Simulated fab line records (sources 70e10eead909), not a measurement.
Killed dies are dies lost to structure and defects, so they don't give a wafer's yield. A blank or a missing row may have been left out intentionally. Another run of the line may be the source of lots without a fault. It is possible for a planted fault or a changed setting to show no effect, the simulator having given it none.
Code-filled problem report in 8D (eight disciplines) form || flow nand harc || the parts of the form that need people (team, actions taken, sign-off) are left out

## 1. WHAT WENT WRONG
Wafers without a fault read 89.6 nm, standard deviation 1.1; cd nm at NHARC_P_M0_CD_MEAS_09 reads a mean of 94.7 nm on 6 wafers belonging to 2 lots. Measured from the usual mean, that is +4.6 standard deviations.
The step: target cd 90 nm.
First observed at day 7 14:34: wafer L601.3, on cd sem-02. Wafers with a number at this step in the record: 33, from 11 lots. Rule for "out" (also "out of limits"): further than 4 standard deviations from the usual mean. The rest of the wafers with a number are treated as sound.

## 2. WHAT IT IS, AND WHAT IT ISN'T
{"question": "which readings at this step", "is": "cd nm", "is not": "-"}
{"question": "which lots", "is": "L601, L604", "is not": "L595, L597, L598, L599, L610, L613, L614, L615, L616"}
{"question": "which wafers of those lots", "is": "all that have a number", "is not": "-"}
{"question": "read on which gauges", "is": "cd sem-02, cd sem-03", "is not": "cd sem-01"}
{"question": "when", "is": "from day 7 14:34", "is not": "up to then (12 sound wafers); but 15 sound wafers of L610, L613, L614, L615, L616 came after"}

## 3. SUSPECTS, AND WHAT RULES EACH OUT
Counting: any tool at a process step up to the reading is kept as a suspect provided that every lot that is out went through it and no sound lot did after the first of them.
- the gauge at NHARC_P_M0_CD_MEAS_09 has been ruled out. The wafers that are out were read on 2 gauges (cd sem-02, cd sem-03).
- litho track-01 at NHARC_P_M0_PEB_07 (peb time 65 s): ruled out as a lasting fault. After its first lot that is out, L601 (day 7 14:29), sound lots L616 ran on it.
Left after counting: nothing in the record.

## 4. THE CAUSE (what the simulator had put in)
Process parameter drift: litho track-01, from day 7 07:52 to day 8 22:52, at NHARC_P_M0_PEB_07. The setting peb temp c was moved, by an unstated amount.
The count ruled it out by mistake, since the rule takes a fault to strike every lot its tool runs from the start of the fault on, and this one did not do so.

## 5. THE CHAIN OF EFFECTS, in route order
Each row: a reading whose mean over the struck wafers that have a number lies more than 3 standard deviations from the usual. Only readings for which the record gives a usual standard deviation are gone through. hours: the time from each lot's start at the first step in this table that gives one to its start at this step, as a median over the lots. sigmas: the change in usual standard deviations.
{"hours": 0, "step": "NHARC_P_M0_PEB_07", "reading": "heater power total W", "usual": "156.5 W", "on struck wafers": 160.3, "change": "+3.8", "sigmas": "+8.8"}
{"hours": 0, "step": "NHARC_P_M0_PEB_07", "reading": "plate temp C", "usual": "100.01 C", "on struck wafers": 101.77, "change": "+1.76", "sigmas": "+16"}
{"hours": 0, "step": "NHARC_P_M0_CD_MEAS_09", "reading": "cd nm", "usual": "89.6 nm", "on struck wafers": 94.7, "change": "+5.1", "sigmas": "+4.6"}
Its process steps:
- NHARC_P_M0_PEB_07: peb time 65 s.

## 6. HOW IT WOULD HAVE BEEN CAUGHT EARLIER
In this record the first reading out of limits at a measuring or inspecting step was taken at day 7 14:34, 7 hours after the fault began at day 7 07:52.
The tool's own readings at NHARC_P_M0_PEB_07 were out on every struck wafer that the step has a row for (heater power total W, plate temp C): an alarm limit on them would have fired on the first of those.
